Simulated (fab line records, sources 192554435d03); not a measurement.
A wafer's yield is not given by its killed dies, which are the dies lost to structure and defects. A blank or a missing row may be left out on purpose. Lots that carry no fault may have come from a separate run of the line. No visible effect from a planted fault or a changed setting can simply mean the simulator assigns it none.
2 desks looking at one fault :: flow n5 finfet :: every desk sees just its own numbers, and what lay behind them comes last

THE METROLOGY DESK
What the gauges read for every lot (on any tool): the sampled wafers with a number, averaged. Marked OUT: a lot whose mean sits more than 4 standard deviations from the usual mean, which makes it out of limits; the brackets give that distance. Readings shown: 7 of its 11, picked as those furthest out on some lot.
Columns: A = thk nm at N5_FIN_SAQP_THK_MEAS_07, usual 59.9 nm; B = DIBL_N at N5_BEOL_M4_RC_MEAS_101, usual 37.5 mV/V; C = DIBL_P at N5_BEOL_M4_RC_MEAS_101, usual 38 mV/V; D = IOFF_P at N5_BEOL_M4_RC_MEAS_101, usual 0.24 nA/um; E = ION_P at N5_BEOL_M4_RC_MEAS_101, usual 465 uA/um; F = SS_P at N5_BEOL_M4_RC_MEAS_101, usual 73.7 mV/dec; G = VT_P at N5_BEOL_M4_RC_MEAS_101, usual -249 mV
lot: L190
first seen here: day 1 21:10
A: 60.7
B: 37.2
C: 38
D: 0.23
E: 461
F: 73.5
G: -248

lot: L191
first seen here: day 2 02:37
A: 60.8
B: 37.3
C: 39
D: 0.24
E: 461
F: 73.8
G: -250

lot: L196
first seen here: day 3 09:29
A: 60.4
B: 37.3
C: 39
D: 0.25
E: 465
F: 74.2
G: -248

lot: L202
first seen here: day 4 21:33
A: 59.9
B: 35.8
C: 36
D: 0.19
E: 450
F: 73.2
G: -253

lot: L210
first seen here: day 6 23:20
A: 59.5
B: 39.7
C: 37
D: 0.24
E: 464
F: 73.7
G: -249

lot: L211
first seen here: day 7 05:13
A: 59.3
B: 39.2
C: 41
D: 0.26
E: 465
F: 74.6
G: -250

lot: L212
first seen here: day 7 10:42
A: 59.7
B: 36.6
C: 38
D: 0.22
E: 463
F: 73.9
G: -251

lot: L213
first seen here: day 7 15:43
A: 59.1
B: 36.3
C: 38
D: 0.23
E: 466
F: 73.6
G: -250
This desk found nothing out of limits on any of the 8 lots.

THE DEFECT DESK
For each lot, the counts of the inspections along the route, averaged over the sampled wafers that have a number. Marked OUT: a lot whose mean sits more than 4 standard deviations from the usual mean, which makes it out of limits; the brackets give that distance.
Columns: A = raw defect count at N5_PMOS_HMC_CHANNEL_EPI_INSPECT_30, usual 19; B = raw defect count at N5_FIN_SAQP_INSPECT_18, usual 434; C = raw defect count at N5_FIN_SAQP_INSPECT_40, usual 213
lot: L190
first seen here: day 1 20:20
A: 21
B: 338
C: 183

lot: L191
first seen here: day 2 01:47
A: 20
B: 505
C: 199

lot: L196
first seen here: day 3 08:37
A: 329 (+51) OUT
B: 747
C: 530 (+5.3) OUT

lot: L202
first seen here: day 4 20:30
A: 15
B: 298
C: 159

lot: L210
first seen here: day 6 22:30
A: 16
B: 659
C: 253

lot: L211
first seen here: day 7 03:29
A: 18
B: 569
C: 162

lot: L212
first seen here: day 7 09:23
A: 21
B: 467
C: 283

lot: L213
first seen here: day 7 14:49
A: 16
B: 405
C: 213
This desk finds L196 out of limits, L196 being first, at day 3 08:37 (raw defect count at N5_PMOS_HMC_CHANNEL_EPI_INSPECT_30). L190, L191, L202, L210, L211, L212, L213: within limits.

ALL TOGETHER
The defect desk could have raised an alarm at day 3 08:37, on L196.
The metrology desk saw nothing out of limits.
The metrology desk holds a record of L196, inside its limits.
All the named lots went through N5_PMOS_HMC_CHANNEL_EPI_PRECLEAN_40 on wet bench-04.

WHAT THE SIMULATOR PUT IN
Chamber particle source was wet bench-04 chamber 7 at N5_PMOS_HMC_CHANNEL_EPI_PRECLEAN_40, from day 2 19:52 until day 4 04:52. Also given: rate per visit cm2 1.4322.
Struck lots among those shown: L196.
Hours from the fault's start to each desk's first reading out of limits: the defect desk, 13.
